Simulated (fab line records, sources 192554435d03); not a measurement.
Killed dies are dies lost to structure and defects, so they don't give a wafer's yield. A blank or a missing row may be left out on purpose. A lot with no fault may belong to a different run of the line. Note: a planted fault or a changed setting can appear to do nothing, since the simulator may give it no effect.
A struck lot beside a sound one + flow n5 finfet + 33 steps out of a route of 1938
Sound: the wafers L252.1, L252.3, L252.6. Wafers L244.1, L244.3, L244.4 were the ones struck. The cause comes at the end.
Each step with rows lists, per side, the tool, then ch with its chambers, then its first start. Under that, the readings that differ: sound wafers + struck wafers + difference of the means + sigmas: that difference in standard deviations of wafers without a fault.
alike: readings with means less than 2 such deviations apart, plus words and numbers identical on both sides. not compared: withheld readings, readings lacking a value on some wafer, bounds such as >300 that could conceal the same value, and numbers that have no deviation in the record and whose values overlap.
The two part at a step that has a row with sigmas, a row that says differs or no value, or rows on one side only. When numbers do not overlap yet have no deviation, they are printed without sigmas and do not part them. A reading that every wafer of one side lacks parts them only if that side has two wafers or more.

first, 10 steps without rows for these wafers: N5_SD_EPI_P_PRECLEAN_51 (cleans in NF3:NH3, afs cycles 1, time 20 s, sublimation time 60 s); N5_SD_EPI_P_VAPOR_ETCH_44 (etches SiGe30 in NF3/Ar, time 3.3 s); N5_SD_EPI_P_EPI_21 (deposits SiGe:B, time 355 s); N5_SD_EPI_P_HM_STRIP_48 (strips SiNx in H3PO4, material SiNx, target depth 3 nm); N5_SD_EPI_P_SRD_49 (time 30 s); N5_SD_EPI_P_PRECLEAN_24 (cleans in O3/DIW, time 45 s); N5_SD_EPI_P_PRECLEAN_32 (cleans in dHF, time 10 s); N5_SD_EPI_P_PRECLEAN_33 (cleans in SC2, time 45 s); N5_SD_EPI_P_SRD_25 (time 30 s); N5_SD_ACTIVATION_RTA_00 (time 0 s).
N5_SD_ACTIVATION_LSA_01: time 0.0008 s.
  struck on laser anneal-02, day 5 14:19; sound on laser anneal-01 ch 0, day 7 08:46
  no value came back on the struck wafers for time s (s), wafer_temp_C_max; on the sound wafers time s (s) reads 0.0008 0.0008 0.0008
N5_SD_ACTIVATION_RS_MEAS_03: a four-point-probe measurement.
  struck on film metro-01, day 5 14:31; sound on film metro-01, day 7 08:58
| reading          | sound             | struck            | difference | sigmas |
|------------------|-------------------|-------------------|------------|--------|
| RS_SD_N (ohm/sq) | 22.11 22.08 21.92 | 29.15 29.59 30.29 | +7.64      | +31    |
  alike: RS_SD_P
then, 19 steps without rows for these wafers: N5_ILD0_LINER_00 (material SiNx, target thk 4 nm, pulse time 1 s, purge time 2 s); N5_ILD0_FCVD_FILL_01 (material SiO2 flowable, target thk 200 nm, time 328.3 s); N5_ILD0_CURE_02 (time 1800 s); N5_ILD0_CMP_03 (polishes, stops on SiNx, t overpolish 1.9 s, target thk 197.38 nm); N5_ILD0_CMP_07 (polishes SiO2 flowable, stops on poly-Si, t overpolish 1.18 s, target thk 138.88 nm); N5_ILD0_PRECLEAN_10 (cleans in NF3:NH3, afs cycles 5, time 20 s, sublimation time 60 s); N5_ILD0_ALD_15 (deposits SiNx, target thk 24 nm, pulse time 1 s, ald cycles 480); N5_ILD0_CMP_12 (polishes SiNx, stops on poly-Si, t overpolish 6 s, target thk 17.67 nm); N5_SDB_HM_DEP_00 (deposits SiNx from SiH4/NH3/N2, target thk 40 nm, time 35.3 s); N5_SDB_COAT_03 (time 60 s, resist thk 100 nm); N5_SDB_COAT_04 (time 60 s, resist thk 18 nm); N5_SDB_COAT_05 (resist thk 90 nm); N5_SDB_EBR_07; N5_SDB_SOFTBAKE_06 (time 60 s); N5_SDB_EXPOSE_08 (exposes mask SDB); N5_SDB_PEB_09 (peb time 60 s); N5_SDB_DEVELOP_10 (develop time 30 s); N5_SDB_DESCUM_16 (chemistry O2, time 7.9 s); N5_SDB_ETCH_17 (etches SiARC in CF4, target depth 23.4 nm, time 39 s).
-- the record jumps here: 7 days lie between the struck wafers' starts before and after (it left off in module SDB and takes up again in module BEOL_M4, whose first step shown is number 1111 of the route) --
N5_BEOL_M4_RC_MEAS_101:
  sound on prober-01 ch 0, day 15 06:26; struck on prober-02 ch 0, day 12 21:00
| reading             | sound          | struck         | difference | sigmas |
|---------------------|----------------|----------------|------------|--------|
| IOFF_P (nA/um)      | 0.41 0.40 0.44 | 0.21 0.29 0.35 | -0.13      | -2     |
| RC_DENSE_N (ohm.um) | 19.5 21.0 19.9 | 27.1 26.6 25.5 | +6.3       | +10    |
| RC_N (ohm.um)       | 15.9 17.0 16.1 | 22.3 21.9 20.8 | +5.3       | +11    |
| REXT_N (ohm.um)     | 75.5 76.6 75.5 | 86.5 86.7 85.8 | +10.5      | +5     |
| RS_SD_N (ohm/sq)    | 28.5 28.5 28.9 | 36.7 36.9 37.3 | +8.3       | +23    |
  alike: DIBL_N, DIBL_P, IOFF_N, ION_N, ION_P, SS_N, SS_P, VT_N, VT_P
-- here the record skips 4 days between the struck wafers' starts before and after, leaving off in module BEOL_M4 and picking up in module PASSIVATION (first step shown: number 1936 of the route) --
N5_PASSIVATION_PROBE_49:
  struck on prober-02, day 17 08:15; sound on prober-01, day 19 17:07
  alike: defect limited yield, killed_at_M0_to_M3, killed_at_M4_up, killed at contacts, killed at front end, killed at other, killed dies, killed open, killed short, sort_bin_4_leakage, sort_bin_5_function, sort_bin_6_memory, sort n pass, sort yield pct

WHERE THEY PART
At N5_SD_ACTIVATION_LSA_01 first; at N5_BEOL_M4_RC_MEAS_101 last (within this record only). Later steps at which nothing parts them and some readings are alike: N5_PASSIVATION_PROBE_49.

WHY: whatever the simulator had introduced
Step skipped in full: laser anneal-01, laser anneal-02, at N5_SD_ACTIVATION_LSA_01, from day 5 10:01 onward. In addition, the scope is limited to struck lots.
